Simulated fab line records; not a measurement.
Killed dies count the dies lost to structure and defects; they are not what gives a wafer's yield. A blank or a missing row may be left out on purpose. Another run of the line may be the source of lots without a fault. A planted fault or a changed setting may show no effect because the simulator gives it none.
Comparing a struck lot with a sound one	flow n5Finfet	16 out of 1938 route steps
Sound: these wafers, L534.1, L534.2, L534.4. Struck: wafer L542.5 (L542.1, L542.3, from the same lot, were not struck and are left out); the cause is given at the end.
For every step that has rows: the tool of each side, followed by ch and its chambers, followed by its first start. Under that, the readings that differ: sound wafers	struck wafers	difference of the means	sigmas: that difference in standard deviations of wafers without a fault.
alike: words and numbers the same on both sides, and readings whose means are apart by under 2 such deviations; not compared: readings that were withheld, readings missing a value for some wafer, numbers with overlapping values and no deviation given by the record, and bounds like >300 which may hide the same value.
Wherever a step has rows on one side only, a row that says differs or no value, or a row with sigmas, the two part there. Numbers that have no deviation but don't overlap get no sigmas and don't part them. Lack of a reading on every wafer of one side parts them only where that side has two or more wafers.

first, 8 steps without rows for these wafers: N5_GATE_CUT_COAT_35 (time 60 s, resist thk 10 nm); N5_GATE_CUT_COAT_27 (time 60 s, resist thk 10 nm); N5_GATE_CUT_COAT_07 (resist thk 30 nm); N5_GATE_CUT_EBR_09; N5_GATE_CUT_SOFTBAKE_08 (time 60 s); N5_GATE_CUT_EXPOSE_10 (exposes mask GATE CUT, target cd 20 nm); N5_GATE_CUT_PEB_11 (peb time 60 s); N5_GATE_CUT_DEVELOP_12 (develop time 30 s).
N5_GATE_CUT_CD_MEAS_13: the cd target is 20 nm.
  sound on cdSem-01 ch 0, day 5 04:47; struck on cdSem-03 ch 0, day 7 07:40
  alike: cdNm
N5_GATE_CUT_OVL_MEAS_14:
  sound on overlay-01 ch 0, day 5 04:49; struck on overlay-02 ch 0, day 7 07:41
  alike: GATE_CUT_OVL
N5_GATE_CUT_INSPECT_15: inspects for defects (brightfield).
  struck on defectInspect-02, day 7 07:45; sound on defectInspect-01, day 5 04:53
  alike: rawDefectCount
N5_GATE_CUT_DESCUM_18: chemistry O2, time 7 s.
  sound on rieDiel-05 ch 0,1,2, day 5 04:55; struck on rieDiel-02 ch 0, day 7 07:58
  alike: chamberPressureMTorr, drypumpMotorCurrentA, oesProductAu, rfVppV, showerheadPlenumPTorr, throttleValvePct
  not compared: rfHoursCounterH
N5_GATE_CUT_ETCH_28: etches underlayer in N2/H2, target depth 13 nm, time 10.4 s.
  sound on rieDiel-05 ch 0,1,2, day 5 04:57; struck on rieDiel-02 ch 0, day 7 08:00
reading	sound	struck	difference	sigmas
etchRfOnTimeS (s)	10.7 10.6 10.7	6.8	-3.9	-11
oesProductAu (a.u.)	0.60 0.65 0.66	0.79	+0.15	+2
  alike: biasW, chamberPressureMTorr, drypumpMotorCurrentA, rfVppV, showerheadPlenumPTorr, throttleValvePct
  not compared: rfHoursCounterH
N5_GATE_CUT_ETCH_36: etches SiARC in CF4, target depth 13 nm, time 21.7 s.
  sound on rieDiel-05 ch 0,1,2, day 5 04:58; struck on rieDiel-02 ch 0, day 7 08:01
  alike: biasW, chamberPressureMTorr, drypumpMotorCurrentA, etchRfOnTimeS, oesProductAu, rfVppV, showerheadPlenumPTorr, throttleValvePct
  not compared: rfHoursCounterH
-- here the record skips 4 days between the struck wafers' starts before and after, leaving off in module GATE_CUT and picking up in module BEOL_M4 (first step shown: number 1111 of the route) --
N5_BEOL_M4_RC_MEAS_101:
  sound on prober-01 ch 0, day 8 20:47; struck on prober-01 ch 0, day 11 11:11
  alike: DIBL_N, DIBL_P, IOFF_N, IOFF_P, ION_N, ION_P, SS_N, SS_P, VT_N, VT_P
-- the record jumps here: 4 days lie between the struck wafers' starts before and after (it left off in module BEOL_M4 and takes up again in module PASSIVATION, whose first step shown is number 1936 of the route) --
N5_PASSIVATION_PROBE_49:
  struck on prober-02, day 15 21:37; sound on prober-01, day 13 03:47
  alike: defectLimitedYield, killed_at_M0_to_M3, killed_at_M4_up, killedAtContacts, killedAtFrontEnd, killedAtOther, killedDies, killedOnRim, killedOpen, killedShort, sort_bin_4_leakage, sort_bin_5_function, sort_bin_6_memory, sort_bin_8_speed, sortNPass, sortYieldPct

WHERE THEY PART
Within this record, at N5_GATE_CUT_ETCH_28 only. Later steps at which nothing parts them and some readings are alike: N5_GATE_CUT_ETCH_36, N5_BEOL_M4_RC_MEAS_101, N5_PASSIVATION_PROBE_49.

WHY: what had been put in by the simulator
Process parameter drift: rieDiel-02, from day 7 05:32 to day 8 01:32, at N5_GATE_CUT_ETCH_28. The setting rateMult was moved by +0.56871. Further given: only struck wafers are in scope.
